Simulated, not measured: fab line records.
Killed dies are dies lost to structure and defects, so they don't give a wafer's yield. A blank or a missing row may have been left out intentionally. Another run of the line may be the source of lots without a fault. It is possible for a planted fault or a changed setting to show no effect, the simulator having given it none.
Matching of chambers / flow nand harc / NHARC_P_M2_DEP_33 on pecvd-01: 3 sister chambers
The step deposits SiCN, target thk 30 nm. 24 wafers are shown with their chamber, then 12 later ones without.

WAFERS, EACH WITH ITS CHAMBER
wafer=L077.2; chamber=1; showerhead vpp V (V)=1361; heater power w (W)=664
wafer=L077.4; chamber=2; showerhead vpp V (V)=1173; heater power w (W)=546
wafer=L077.6; chamber=1; showerhead vpp V (V)=1340; heater power w (W)=661
wafer=L078.1; chamber=2; showerhead vpp V (V)=1187; heater power w (W)=594
wafer=L078.3; chamber=1; showerhead vpp V (V)=1364; heater power w (W)=612
wafer=L078.5; chamber=1; showerhead vpp V (V)=1343; heater power w (W)=645
wafer=L080.3; chamber=1; showerhead vpp V (V)=1356; heater power w (W)=625
wafer=L080.4; chamber=1; showerhead vpp V (V)=1352; heater power w (W)=613
wafer=L080.5; chamber=2; showerhead vpp V (V)=1215; heater power w (W)=606
wafer=L079.2; chamber=2; showerhead vpp V (V)=1200; heater power w (W)=523
wafer=L079.5; chamber=2; showerhead vpp V (V)=1213; heater power w (W)=518
wafer=L079.6; chamber=0; showerhead vpp V (V)=1367; heater power w (W)=543
wafer=L084.1; chamber=1; showerhead vpp V (V)=1377; heater power w (W)=694
wafer=L084.3; chamber=2; showerhead vpp V (V)=1203; heater power w (W)=556
wafer=L084.4; chamber=0; showerhead vpp V (V)=1402; heater power w (W)=498
wafer=L088.3; chamber=2; showerhead vpp V (V)=1201; heater power w (W)=499
wafer=L088.5; chamber=1; showerhead vpp V (V)=1378; heater power w (W)=654
wafer=L088.6; chamber=2; showerhead vpp V (V)=1190; heater power w (W)=483
wafer=L089.1; chamber=0; showerhead vpp V (V)=1405; heater power w (W)=468
wafer=L089.3; chamber=2; showerhead vpp V (V)=1188; heater power w (W)=540
wafer=L089.6; chamber=0; showerhead vpp V (V)=1391; heater power w (W)=467
wafer=L091.1; chamber=2; showerhead vpp V (V)=1192; heater power w (W)=567
wafer=L091.3; chamber=1; showerhead vpp V (V)=1351; heater power w (W)=634
wafer=L091.5; chamber=1; showerhead vpp V (V)=1363; heater power w (W)=615

SIGNATURES (averages over the wafers above)
reading=showerhead vpp V; chamber 0=1391.25; chamber 1=1358.50; chamber 2=1196.20; scatter within a chamber=13.5
reading=heater power w; chamber 0=494.00; chamber 1=641.70; chamber 2=543.20; scatter within a chamber=34
Rule: a wafer's distance from a chamber is the root of the sum, over the readings, of the square of ((its reading less the chamber's mean) divided by the reading's scatter). The wafer belongs to the nearest chamber; if the next one is less than 2 further off, it can't be placed. The scatter: the root of (the sum of the squares of (reading less its chamber's mean) over the shown wafers, divided by (wafers less chambers)).

WAFERS WITH NO CHAMBER GIVEN
wafer=L090.4; showerhead vpp V (V)=1417; heater power w (W)=439
wafer=L090.5; showerhead vpp V (V)=1344; heater power w (W)=662
wafer=L090.6; showerhead vpp V (V)=1211; heater power w (W)=548
wafer=L093.1; showerhead vpp V (V)=1189; heater power w (W)=572
wafer=L093.2; showerhead vpp V (V)=1347; heater power w (W)=687
wafer=L093.6; showerhead vpp V (V)=1383; heater power w (W)=519
wafer=L094.3; showerhead vpp V (V)=1388; heater power w (W)=472
wafer=L094.4; showerhead vpp V (V)=1414; heater power w (W)=480
wafer=L094.6; showerhead vpp V (V)=1350; heater power w (W)=587
wafer=L096.2; showerhead vpp V (V)=1344; heater power w (W)=704
wafer=L096.3; showerhead vpp V (V)=1400; heater power w (W)=478
wafer=L096.4; showerhead vpp V (V)=1394; heater power w (W)=490

WHICH CHAMBER EACH ONE RAN IN
wafer=L090.4; from the rows above=0; in truth=0
wafer=L090.5; from the rows above=1; in truth=1
wafer=L090.6; from the rows above=2; in truth=2
wafer=L093.1; from the rows above=2; in truth=2
wafer=L093.2; from the rows above=1; in truth=1
wafer=L093.6; from the rows above=0; in truth=0
wafer=L094.3; from the rows above=0; in truth=0
wafer=L094.4; from the rows above=0; in truth=0
wafer=L094.6; from the rows above=1; in truth=1
wafer=L096.2; from the rows above=1; in truth=1
wafer=L096.3; from the rows above=0; in truth=0
wafer=L096.4; from the rows above=0; in truth=0
Placed correctly: 12 of 12. Left unplaced by these rows: 0. Number placed wrongly: 0.
